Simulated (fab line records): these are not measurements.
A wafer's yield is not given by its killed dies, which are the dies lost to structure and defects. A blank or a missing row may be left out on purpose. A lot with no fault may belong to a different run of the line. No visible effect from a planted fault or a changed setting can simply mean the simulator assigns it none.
8D (eight disciplines) problem report, filled in by code	flow nand harc	the parts of the form that need people (team, actions taken, sign-off) are left out

## 1. THE PROBLEM
At NHARC_A_ONON_D1_THK_MEAS_30, thk nm averages 642 nm over 6 wafers from 2 lots, while fault-free wafers read 1000 nm, standard deviation 11. Relative to the usual mean, that is a shift of -33 standard deviations.
The step: measures by ellipsometry.
First observed at day 10 17:17: wafer L170.2, on film metro-01. Wafers with a number at this step in the record: 39, from 13 lots. Rule for "out" (also "out of limits"): further than 4 standard deviations from the usual mean. Any other wafer with a number is counted as sound.

## 2. WHAT IT IS; WHAT IT IS NOT
question	is	is not
which readings at this step	thk nm	-
which lots	L170, L171	L160, L161, L162, L164, L165, L167, L169, L175, L176, L178, L180
which wafers of those lots	all that have a number	-
read on which gauges	film metro-01, film metro-02	-
when	from day 10 17:17	up to then (18 sound wafers); but 15 sound wafers of L169, L175, L176, L178, L180 came after

## 3. THE SUSPECTS, EACH WITH WHAT RULES IT OUT
Counting: a tool at any process step up to the reading remains a suspect when it ran all the lots that are out and ran no sound lot after the first of those.
- ruled out: the gauge at NHARC_A_ONON_D1_THK_MEAS_30. Those wafers that are out were read across 2 gauges (film metro-01, film metro-02).
- pecvd onon-01 at NHARC_A_ONON_D1_DEP_28 (target thk 1000 nm): kept. It ran every lot that is out, first L170 (day 10 16:50), and no sound lot after that; its last sound lot up to then is L167 (day 9 16:20).
Left after counting: pecvd onon-01 at NHARC_A_ONON_D1_DEP_28.

## 4. THE CAUSE (what the simulator had put in)
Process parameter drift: pecvd onon-01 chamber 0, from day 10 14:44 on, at NHARC_A_ONON_D1_DEP_28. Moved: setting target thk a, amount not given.
Counting left only this tool.

## 5. THE CHAIN OF EFFECTS, in route order
Rows list readings where the struck wafers' mean (over those with a number) sits beyond 3 standard deviations from the usual. Scope: only readings with a usual standard deviation given in the record; hours: median across lots of the time from each lot's start at the first step in this table that gives one to its start at this step; sigmas: change in usual standard deviations.
hours	step	reading	usual	on struck wafers	change	sigmas
0	NHARC_A_ONON_D1_THK_MEAS_30	thk nm	1000 nm	642	-358	-33
282	NHARC_END_SORT_01	killed at array	21	672	+651	+73
282	NHARC_END_SORT_01	killed dies	26	677	+651	+73

## 6. WHAT WOULD HAVE CAUGHT IT SOONER
The first out-of-limits reading at a measuring or inspecting step in this record came at day 10 17:17, 3 hours after the fault's start at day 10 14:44.
L171, from the lots that are out (2), started NHARC_A_ONON_D1_DEP_28 on pecvd onon-01 later than day 10 17:17. A hold on the tool at that time would have spared it.
